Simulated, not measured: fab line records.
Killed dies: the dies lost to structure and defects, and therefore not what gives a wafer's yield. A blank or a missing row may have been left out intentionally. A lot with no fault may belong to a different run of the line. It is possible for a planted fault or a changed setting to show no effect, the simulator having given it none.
fab line records ; flow n5Finfet
record lots=12; wafers=36; lastDay=17
route steps=1938 shown WELL_APT@50 PMOS_HMC_CHANNEL_EPI@72 FIN_SAQP@94
lots that met no fault: from a run of the same line without faults
startH: hours from the record's first day to the start of the lot's first wafer shown ; waitH: hours since the lot's step before ; " as in the row above ; L1.1+2: several wafers, shown together as one row ; - no value, or no start was given ; * or withheld: withheld ; < > ~ a bound
route shown NAME@n: a module of which the file shows steps, and the number in the route of the first ; usual: the fault-free wafers' mean and standard deviation ; same: alike in all rows ; chamber/n: place in a boat ; sites: per-site readings ; _std_site: their standard deviation ; _edge_site: inner sites' mean taken away from outer sites' mean ; radiusMm: how far each site lies from the wafer's centre ; mask NAME#n: copy n ; behind: tool/chamber where the wafer was last shaped ; hold: what put the lot on hold/how long, in hours/how the hold closed ; device: whichever transistor did not switch (one of n, p or np) ; end of line: the tests these same wafers got at the end of their route ; a step with no rows: only its recipe ; killed: the dies lost at the first sort to structure and to defects; this is not the yield of the wafer ; map: the dies of a wafer, with x for killed, . for not killed, _ for no die there
set.NAME: the setting the step ran with; set.NAME@STEP: the setting that earlier step ran with ; model.NAME: the simulator's own value behind a step, which no gauge read
the route's steps for a sample of lots (tables are steps, rows are wafers)
services: from which hour (startH, from the record's first day; less than 0 if before it) a tool's chamber was out of use, for how many hours, and why
## steps
# step N5_WELL_APT_RTA_34
# recipe tempC=1000; timeS=10; ambient=N2; idleTempC=600; rampUpCPerS=150; rampDownCPerS=60; coolToC=600
# usual lampPowerPct=13.01/0.049; wafer_temp_C_max=1003.5/1.1
lot.wafer;tool;chamber;startH;waitH;lampPowerPct;wafer_temp_C_max
L563.2;rtpAnneal-01;0;22.08;0.0;13.04;1004.6
L563.3;rtpAnneal-01;0;22.08;0.0;12.96;1003.0
L563.4;rtpAnneal-01;0;22.08;0.0;13.00;1003.5
L564.1;rtpAnneal-02;0;28.13;0.0;13.04;1004.0
L564.2;rtpAnneal-02;0;28.13;0.0;12.99;1003.5
L564.5;rtpAnneal-02;0;28.13;0.0;12.96;1002.8
L565.1;rtpAnneal-01;0;33.79;0.0;13.01;1005.9
L565.2;rtpAnneal-01;0;33.79;0.0;13.01;1004.3
L565.3;rtpAnneal-01;0;33.79;0.0;13.05;1002.0
L569.1;rtpAnneal-01;0;57.67;0.1;13.11;1002.9
L569.3;rtpAnneal-01;0;57.67;0.1;13.03;1003.5
L569.6;rtpAnneal-01;0;57.67;0.1;12.98;1003.5
L570.2;rtpAnneal-01;0;63.82;0.0;13.00;1003.0
L570.3;rtpAnneal-01;0;63.82;0.0;12.96;1003.1
L570.5;rtpAnneal-01;0;63.82;0.0;13.03;1005.4
L575.3;rtpAnneal-02;0;93.85;0.1;13.04;1003.9
L575.4;rtpAnneal-02;0;93.85;0.1;13.03;1002.5
L575.5;rtpAnneal-02;0;93.85;0.1;12.95;1002.6
L577.1;rtpAnneal-02;0;106.10;0.1;12.94;1002.5
L577.2;rtpAnneal-02;0;106.10;0.1;12.94;1003.3
L577.6;rtpAnneal-02;0;106.10;0.1;12.96;1005.9
L579.2;rtpAnneal-01;0;117.93;0.0;13.00;1001.8
L579.3;rtpAnneal-01;0;117.93;0.0;13.02;1003.7
L579.6;rtpAnneal-01;0;117.93;0.0;13.05;1002.7
L580.1;rtpAnneal-01;0;124.07;0.0;13.01;1003.3
L580.2;rtpAnneal-01;0;124.07;0.0;12.97;1005.2
L580.5;rtpAnneal-01;0;124.07;0.0;13.07;1001.5
L582.1;rtpAnneal-02;0;135.62;0.0;12.96;1002.4
L582.2;rtpAnneal-02;0;135.62;0.0;12.95;1003.0
L582.4;rtpAnneal-02;0;135.62;0.0;12.94;1002.2
L584.2;rtpAnneal-02;0;147.66;0.2;12.98;1005.5
L584.5;rtpAnneal-02;0;147.66;0.2;12.97;1003.2
L584.6;rtpAnneal-02;0;147.66;0.2;13.09;1006.1
L585.1;rtpAnneal-02;0;154.17;0.2;13.03;1004.2
L585.4;rtpAnneal-02;0;154.17;0.2;13.02;1002.9
L585.6;rtpAnneal-02;0;154.17;0.2;13.05;1001.2
# step N5_WELL_APT_EPI_41
# recipe material=Si; targetThkA=500; tempC=650; precursor=SiH4/H2; pressureTorr=20; timeS=297.7
# usual throttleValvePct=11.20/0.27
lot.wafer;tool;chamber;startH;waitH;throttleValvePct
L563.2;epiRpcvd-03;0;22.42;0.1;10.50
L563.3;epiRpcvd-03;0;22.42;0.1;10.70
L563.4;epiRpcvd-03;0;22.42;0.1;10.91
L564.1;epiRpcvd-02;0;28.37;0.0;11.46
L564.2;epiRpcvd-02;0;28.37;0.0;11.40
L564.5;epiRpcvd-02;0;28.37;0.0;11.43
L565.1;epiRpcvd-01;0;34.03;0.0;11.08
L565.2;epiRpcvd-01;0;34.03;0.0;11.32
L565.3;epiRpcvd-01;0;34.03;0.0;11.23
L569.1;epiRpcvd-01;0;57.93;0.0;11.29
L569.3;epiRpcvd-01;0;57.93;0.0;11.09
L569.6;epiRpcvd-01;0;57.93;0.0;11.06
L570.2;epiRpcvd-02;0;64.14;0.1;11.11
L570.3;epiRpcvd-02;0;64.14;0.1;11.33
L570.5;epiRpcvd-02;0;64.14;0.1;11.35
L575.3;epiRpcvd-02;0;94.25;0.2;11.10
L575.4;epiRpcvd-02;0;94.25;0.2;11.24
L575.5;epiRpcvd-02;0;94.25;0.2;11.16
L577.1;epiRpcvd-01;0;106.35;0.0;11.26
L577.2;epiRpcvd-01;0;106.35;0.0;11.13
L577.6;epiRpcvd-01;0;106.35;0.0;11.04
L579.2;epiRpcvd-01;0;118.26;0.1;11.22
L579.3;epiRpcvd-01;0;118.26;0.1;11.10
L579.6;epiRpcvd-01;0;118.26;0.1;11.38
L580.1;epiRpcvd-02;0;124.31;0.0;11.31
L580.2;epiRpcvd-02;0;124.31;0.0;11.58
L580.5;epiRpcvd-02;0;124.31;0.0;11.41
L582.1;epiRpcvd-03;0;135.86;0.0;10.91
L582.2;epiRpcvd-03;0;135.86;0.0;10.70
L582.4;epiRpcvd-03;0;135.86;0.0;10.81
L584.2;epiRpcvd-01;0;147.98;0.1;11.16
L584.5;epiRpcvd-01;0;147.98;0.1;11.39
L584.6;epiRpcvd-01;0;147.98;0.1;11.27
L585.1;epiRpcvd-02;0;154.41;0.0;11.50
L585.4;epiRpcvd-02;0;154.41;0.0;11.58
L585.6;epiRpcvd-02;0;154.41;0.0;11.12
# step N5_PMOS_HMC_CHANNEL_EPI_STRIP_17
# recipe chemistry=SPM; timeS=750; tempC=130; h2so4H2o2VolRatio=4; dry=ipaMarangoni
# usual bathGuardTempC=130.0/0.56; bathHeatDutyPct=15.0/1.9
lot.wafer;tool;chamber;startH;waitH;bathGuardTempC;bathHeatDutyPct
L563.2;wetBench-02;2;23.68;-;130.2;14.1
L563.3;wetBench-02;0;23.68;-;129.8;16.9
L563.4;wetBench-02;6;23.68;-;129.7;16.2
L564.1;wetBench-03;3;29.62;-;129.8;16.9
L564.2;wetBench-03;7;29.62;-;130.0;16.0
L564.5;wetBench-03;5;29.62;-;130.1;12.6
L565.1;wetBench-04;2;36.09;-;129.6;12.6
L565.2;wetBench-04;0;36.09;-;130.2;17.2
L565.3;wetBench-04;3;36.09;-;130.4;13.5
L569.1;wetBench-04;7;59.37;-;-;-
L569.3;wetBench-04;3;59.37;-;-;-
L569.6;wetBench-04;2;59.37;-;-;-
L570.2;wetBench-02;0;65.88;-;-;-
L570.3;wetBench-02;4;65.88;-;-;-
L570.5;wetBench-02;5;65.88;-;-;-
L575.3;wetBench-04;3;95.43;-;130.2;15.6
L575.4;wetBench-04;5;95.43;-;130.6;13.7
L575.5;wetBench-04;4;95.43;-;130.8;14.3
L577.1;wetBench-02;7;107.72;-;129.3;18.0
L577.2;wetBench-02;0;107.72;-;129.9;17.0
L577.6;wetBench-02;6;107.72;-;130.0;16.7
L579.2;wetBench-02;4;119.53;-;131.0;16.0
L579.3;wetBench-02;6;119.53;-;130.0;16.2
L579.6;wetBench-02;5;119.53;-;130.5;11.8
L580.1;wetBench-03;7;125.55;-;130.2;15.8
L580.2;wetBench-03;3;125.55;-;129.6;16.7
L580.5;wetBench-03;1;125.55;-;129.8;12.2
L582.1;wetBench-04;3;137.23;-;130.2;14.5
L582.2;wetBench-04;4;137.23;-;130.5;15.5
L582.4;wetBench-04;5;137.23;-;130.8;13.9
L584.2;wetBench-04;4;149.53;-;130.4;14.7
L584.5;wetBench-04;3;149.53;-;129.8;13.4
L584.6;wetBench-04;7;149.53;-;129.3;14.5
L585.1;wetBench-02;1;155.82;-;130.2;14.6
L585.4;wetBench-02;3;155.82;-;129.7;15.4
L585.6;wetBench-02;0;155.82;-;130.1;17.1
# step N5_FIN_SAQP_ALD_61
# recipe material=SiO2; targetThkA=40; tempC=300; aldPrecursorFamily=BDEAS; aldCoReactant=O2-plasma; pulseTimeS=1; purgeTimeS=2; coReactantPurgeTimeS=2; aldCycles=43; pressureTorr=2
# usual heaterPowerW=484/38; precursorPulseHeightRel=1.000/0.021
# same coReactantPurgeTimeS=2; purgeTimeS=2
lot.wafer;tool;chamber;startH;waitH;heaterPowerW;precursorPulseHeightRel
L563.2;aldSin-04;2;26.46;0.0;550;0.985
L563.3;aldSin-04;3;26.46;0.0;434;0.982
L563.4;aldSin-04;0;26.46;0.0;457;1.018
L564.1;aldSin-02;2;32.69;0.0;494;0.981
L564.2;aldSin-02;0;32.69;0.0;568;0.972
L564.5;aldSin-02;0;32.69;0.0;555;0.992
L565.1;aldSin-01;0;38.87;0.0;482;0.973
L565.2;aldSin-01;1;38.87;0.0;489;1.020
L565.3;aldSin-01;3;38.87;0.0;508;1.002
L569.1;aldSin-01;0;62.96;0.8;486;1.001
L569.3;aldSin-01;3;62.96;0.8;511;0.986
L569.6;aldSin-01;0;62.96;0.8;473;1.015
L570.2;aldSin-01;2;68.94;0.0;419;0.992
L570.3;aldSin-01;3;68.94;0.0;506;0.989
L570.5;aldSin-01;1;68.94;0.0;499;1.020
L575.3;aldSin-01;1;101.69;3.6;500;1.014
L575.4;aldSin-01;3;101.69;3.6;488;1.019
L575.5;aldSin-01;2;101.69;3.6;458;0.956
L577.1;aldSin-04;2;110.37;0.0;548;1.023
L577.2;aldSin-04;3;110.37;0.0;442;1.008
L577.6;aldSin-04;0;110.37;0.0;484;1.008
L579.2;aldSin-02;2;122.39;0.2;481;0.999
L579.3;aldSin-02;0;122.39;0.2;561;1.017
L579.6;aldSin-02;3;122.39;0.2;488;1.003
L580.1;aldSin-01;1;128.35;0.0;506;0.994
L580.2;aldSin-01;0;128.35;0.0;439;0.999
L580.5;aldSin-01;3;128.35;0.0;505;1.030
L582.1;aldSin-02;2;140.22;0.0;498;0.988
L582.2;aldSin-02;0;140.22;0.0;552;0.953
L582.4;aldSin-02;3;140.22;0.0;507;0.982
L584.2;aldSin-01;3;152.19;0.0;489;1.022
L584.5;aldSin-01;2;152.19;0.0;443;0.997
L584.6;aldSin-01;3;152.19;0.0;484;1.000
L585.1;aldSin-01;3;159.30;0.9;486;1.017
L585.4;aldSin-01;1;159.30;0.9;496;0.995
L585.6;aldSin-01;1;159.30;0.9;501;0.999
## services
tool;chamber;startH;hours;kind
aldSin-02;-;12.57;6.1;pm
epiRpcvd-01;-;17.31;2.0;repair
aldSin-04;1;17.67;2.6;repair
epiRpcvd-03;-;25.23;1.1;repair
wetBench-02;-;40.65;4.4;pm
aldSin-02;-;50.88;1.8;repair
wetBench-03;-;61.71;2.2;repair
aldSin-02;0;76.05;8.1;repair
epiRpcvd-03;-;80.95;0.7;repair
aldSin-01;-;85.84;14.0;pm
aldSin-01;0;85.84;14.0;ventCycle
aldSin-01;1;85.84;14.0;ventCycle
aldSin-01;2;85.84;14.0;ventCycle
aldSin-01;3;85.84;14.0;ventCycle
aldSin-02;-;95.70;6.0;pm
aldSin-01;0;99.84;-;clean
aldSin-01;1;99.84;-;clean
aldSin-01;2;99.84;-;clean
aldSin-01;3;99.84;-;clean
epiRpcvd-03;-;113.23;0.5;repair
aldSin-02;3;123.38;3.3;repair
aldSin-04;1;137.93;12.3;repair
aldSin-02;-;140.54;0.7;repair
## key
firstSign step=N5_PMOS_HMC_CHANNEL_EPI_STRIP_17; reading=toolRecord; direction=missing
effect none on later readings
metAt N5_PMOS_HMC_CHANNEL_EPI_STRIP_17
struckLots L569,L570
testerLeftOut L569,L570
notActingAt N5_WELL_APT_RTA_34,N5_WELL_APT_EPI_41,N5_FIN_SAQP_ALD_61
onsetBetween 36.09 59.37
fault kind=skippedStepWhole; tool=wetBench-02,wetBench-04; chamber=-; onsetH=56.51; steps=N5_PMOS_HMC_CHANNEL_EPI_STRIP_17; scope=struckLotsOnly
# testerLeftOut: of these lots the tester's yield and bins aren't shown, on N5 and GAA mostly nor the transistor test; their killed dies are dies lost to structure and defects alone, not to doping, threshold or leakage, so they don't give the yield
